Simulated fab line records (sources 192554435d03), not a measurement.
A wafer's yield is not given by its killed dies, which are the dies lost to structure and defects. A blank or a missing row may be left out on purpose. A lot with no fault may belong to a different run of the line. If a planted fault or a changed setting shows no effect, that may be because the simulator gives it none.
Chamber matching / flow n5Finfet / rieDiel-01 running N5_BEOL_M0_SAQP_ETCH_83: 4 sister chambers
The step etches SiARC in CF4, target depth 39 nm, time 65 s. 4 wafers are shown with their chamber, then 7 later ones without.

## WAFERS WITH THEIR CHAMBER
wafer=L086.4; chamber=3; showerheadPlenumPTorr (Torr)=2.25
wafer=L086.5; chamber=1; showerheadPlenumPTorr (Torr)=2.11
wafer=L089.3; chamber=2; showerheadPlenumPTorr (Torr)=2.13
wafer=L089.4; chamber=0; showerheadPlenumPTorr (Torr)=2.17

## WAFERS WITHOUT THEIR CHAMBER
wafer=L089.6; showerheadPlenumPTorr (Torr)=2.11
wafer=L092.2; showerheadPlenumPTorr (Torr)=2.16
wafer=L092.4; showerheadPlenumPTorr (Torr)=2.13
wafer=L092.6; showerheadPlenumPTorr (Torr)=2.24
wafer=L097.2; showerheadPlenumPTorr (Torr)=2.16
wafer=L097.4; showerheadPlenumPTorr (Torr)=2.10
wafer=L097.6; showerheadPlenumPTorr (Torr)=2.24

## EACH ONE'S CHAMBER
wafer=L089.6; from the rows above=1; in truth=1
wafer=L092.2; from the rows above=0; in truth=0
wafer=L092.4; from the rows above=2; in truth=2
wafer=L092.6; from the rows above=3; in truth=3
wafer=L097.2; from the rows above=0; in truth=0
wafer=L097.4; from the rows above=1; in truth=1
wafer=L097.6; from the rows above=3; in truth=3
Placed correctly: 7 of 7. Number that these rows cannot place: 0. Placed wrongly: 0.
How it was worked out, from the rows above alone: a wafer's distance from a chamber is the root of the sum, over the readings, of the square of ((its reading less the chamber's mean) divided by the reading's scatter). If the next closest chamber is less than 2 further off than the closest, the wafer can't be placed; otherwise it belongs to the closest. For every chamber, the mean is computed from those of its wafers that are shown. The scatter (one wafer shown for each chamber): square how far every hidden wafer sits from the nearest shown wafer, average those squares and take the square root.
